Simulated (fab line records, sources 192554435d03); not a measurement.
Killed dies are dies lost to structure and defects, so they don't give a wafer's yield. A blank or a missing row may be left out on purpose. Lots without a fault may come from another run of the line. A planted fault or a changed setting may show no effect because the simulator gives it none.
Split-lot experiment | flow n5_finfet | 7 lots, 21 wafers read, on a route of 1938 steps

THE SPLIT
At N5_BEOL_M0_SAQP_SPACER1_ALD_98 (deposits SiO2, target thk 12.8 nm, pulse time 1 s, purge time 2 s), the setting ald_cycles was moved away from the recipe's 138 on 5 of the 21 wafers read, by -13.8% to +11.6%. The other wafers ran this setting at the recipe's value.

FROM THE SPLIT TO THE READING: what the file shows between them, 2 steps
- N5_BEOL_M0_SAQP_SPACER1_ETCHBACK_99: etches SiO2 in CHF3/O2, target depth 15.4 nm, time 7.7 s
- N5_BEOL_M0_SAQP_MANDREL1_REMOVE_100: chemistry HBr/Cl2/O2, target a-Si, stops on SiNx, bt time 10 s

THE READING
cd_nm, in nm, at N5_BEOL_M0_SAQP_CD_MEAS_25 (target cd 13.1 nm). Fault-free wafers of this fab line usually give 12.82 nm, standard deviation 0.22 nm.

wafer  | tool, chamber at the split | ald_cycles as run | against the recipe | cd_nm, nm | against lot-mates on the recipe
L076.3 | ald_sin-03, 3,0            | 119               | -13.8%             | 11.19     | -2.14
L076.4 | ald_sin-03, 3,0            | 119               | -13.8%             | 10.91     | -2.42
L076.5 | ald_sin-03, 1              | 138               | recipe             | 13.33     | -
L077.1 | ald_sin-01, 3,0,1          | 138               | recipe             | 12.74     | -
L077.3 | ald_sin-01, 3,0,1          | 138               | recipe             | 12.89     | -
L077.4 | ald_sin-01, 3,0,1          | 138               | recipe             | 12.94     | -
L078.1 | ald_sin-03, 0,2,1          | 138               | recipe             | 12.29     | -
L078.4 | ald_sin-03, 0,2,1          | 138               | recipe             | 13.43     | -
L078.6 | ald_sin-03, 0,2,1          | 138               | recipe             | 12.95     | -
L079.1 | ald_sin-01, 1,2            | 138               | recipe             | 12.76     | -
L079.2 | ald_sin-01, 1,2            | 138               | recipe             | 12.53     | -
L079.3 | ald_sin-01, 3              | 154               | +11.6%             | 14.33     | +1.69
L083.3 | ald_sin-01, 0,2,3          | 138               | recipe             | 12.85     | -
L083.5 | ald_sin-01, 0,2,3          | 138               | recipe             | 12.97     | -
L083.6 | ald_sin-01, 0,2,3          | 138               | recipe             | 13.08     | -
L085.1 | ald_sin-01, 1              | 132               | -4.3%              | 12.67     | -0.26
L085.3 | ald_sin-01, 0              | 138               | recipe             | 13.00     | -
L085.4 | ald_sin-01, 2              | 138               | recipe             | 12.87     | -
L092.2 | ald_sin-04, 1,2            | 138               | recipe             | 12.85     | -
L092.4 | ald_sin-04, 1,2            | 138               | recipe             | 12.81     | -
L092.5 | ald_sin-04, 3              | 152               | +10.1%             | 14.01     | +1.18
Where a row lists several chambers, the file gives one row for several wafers and doesn't say which wafer went through which chamber.

THE FIT
A straight line over all 21 wafers: cd_nm changes by +0.125 nm for each +1% of ald_cycles; r = +0.94; the points scatter about the line by 0.26 nm.
The same after taking each lot's own level away (the mean of its wafers on the recipe; 21 wafers): +0.15 nm for each +1%; r = +0.96; scatter 0.24 nm.
On that fit, the largest move of ald_cycles shifts the reading by 2.1 nm.
The lots' own levels span 12.645 to 13.330 nm, that is 3.1 times the standard deviation above.
So the lot-to-lot level changes the slope: the two fits differ.
Check: with one of the wafers moved furthest among these (-13.8%) left out of the fit, the line predicts -2.06 nm for it against its lot-mates. It came out at -2.14 nm against them.

OTHER SPLITS ON THESE WAFERS
These wafers also went through other splits before the reading. Each is held against what the fit with the lots' levels taken away leaves over:
other split on the same wafers        | wafers away from the commonest value | r with cd_nm (lot level and that fit taken away)
N5_MOL_CONTACT_COAG_ETCH_105 bias_w   | 9                                    | +0.35
N5_MOL_CONTACT_COAG_ETCH_106 source_w | 5                                    | -0.05

THE WHOLE CHAIN: every reading that the file lists as answering this split, in the file's order
step                                | what it does                                                      | reading                                                                                     | change (the file's fit)               | r (the file's)
N5_BEOL_M0_SAQP_SPACER1_ALD_98      | deposits SiO2, target thk 12.8 nm, pulse time 1 s, purge time 2 s | SiO2_of_BEOL_M0_SAQP_SPACER1_ALD_98.thk_nm (the simulator's own value, which no gauge read) | +0.122 nm for each +1% of the setting | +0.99
N5_BEOL_M0_SAQP_MANDREL1_REMOVE_100 | chemistry HBr/Cl2/O2, target a-Si, stops on SiNx, bt time 10 s    | BEOL_M0_SAQP.cd_nm (the simulator's own value, which no gauge read)                         | +0.126 nm for each +1% of the setting | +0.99
N5_BEOL_M0_SAQP_CD_MEAS_25          | target cd 13.1 nm                                                 | cd_nm                                                                                       | +0.144 nm for each +1% of the setting | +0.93

THE FILE'S OWN FIT
cd_nm changes by +0.144 nm for each +1% of ald_cycles, r = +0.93.
